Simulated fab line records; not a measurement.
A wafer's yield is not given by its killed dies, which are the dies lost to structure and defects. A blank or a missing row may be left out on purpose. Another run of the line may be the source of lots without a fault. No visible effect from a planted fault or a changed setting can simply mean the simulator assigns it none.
Matching of chambers -- flow nand harc -- ald hk-03 running NHARC_A_CHANNEL_FILL_D2_ALD_02: 4 sister chambers
The step deposits SiO2, target thk 6 nm, pulse time 10 s, ald cycles 60. 27 wafers are shown with their chamber, then 12 later ones without.

WAFERS, EACH WITH ITS CHAMBER
wafer,chamber,heater power outer w (W),heater power w (W),precursor pulse height rel
L075.3,3,217,402,0.992
L075.5,1,298,502,1.021
L075.6,2,307,547,0.997
L074.1,2,311,553,1.032
L074.2,3,222,393,1.012
L074.5,3,217,404,0.980
L076.1,2,309,570,0.981
L076.2,1,293,494,0.977
L076.3,0,283,477,0.981
L078.2,2,314,566,1.005
L078.4,1,293,495,1.016
L078.5,0,286,488,0.984
L079.3,0,281,478,0.998
L079.4,2,312,556,1.007
L079.5,3,216,408,1.035
L081.1,0,289,472,1.002
L081.3,3,221,407,1.027
L081.4,1,301,510,0.995
L085.1,3,212,396,0.971
L085.3,0,278,461,1.006
L085.5,0,278,437,0.977
L084.1,3,223,389,0.987
L084.3,0,279,457,1.001
L084.6,1,286,495,1.032
L086.1,2,303,543,1.034
L086.4,0,281,452,0.982
L086.5,2,293,560,0.976

SIGNATURES (averages over the wafers above)
reading,chamber 0,chamber 1,chamber 2,chamber 3,scatter within a chamber
heater power outer w,281.88,294.20,307.00,218.29,5.26
heater power w,465.25,499.20,556.43,399.86,11.4
precursor pulse height rel,0.99138,1.00820,1.00457,1.00057,0.0203
Rule: for each reading, subtract the chamber's mean from the wafer's reading, divide by that reading's scatter and square the result; add these up over the readings and take the root, which gives the wafer's distance from the chamber. If the next closest chamber is less than 2 further off than the closest, the wafer can't be placed; otherwise it belongs to the closest. The scatter is the square root of a quotient: the sum, over the shown wafers, of each reading's squared deviation from its chamber's mean, divided by wafers minus chambers.

WAFERS WITH NO CHAMBER GIVEN
wafer,heater power outer w (W),heater power w (W),precursor pulse height rel
L090.1,284,479,0.995
L090.2,217,385,0.975
L090.3,274,452,0.984
L094.1,212,396,1.051
L094.3,307,553,1.028
L094.4,294,497,0.993
L093.2,301,549,0.986
L093.4,296,503,0.996
L093.6,300,557,1.020
L097.1,292,565,0.966
L097.2,292,490,0.963
L097.5,274,464,0.983

WHICH CHAMBER EACH ONE RAN IN
wafer,from the rows above,in truth
L090.1,can't be placed: 0 or 1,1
L090.2,3,3
L090.3,0,0
L094.1,3,3
L094.3,2,2
L094.4,1,1
L093.2,2,2
L093.4,1,1
L093.6,2,2
L097.1,2,2
L097.2,can't be placed: 1 or 0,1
L097.5,0,0
Correctly placed: 10 of 12. From these rows, 2 cannot be placed; in 2 the true chamber is one of the candidates. Wrongly placed: 0.
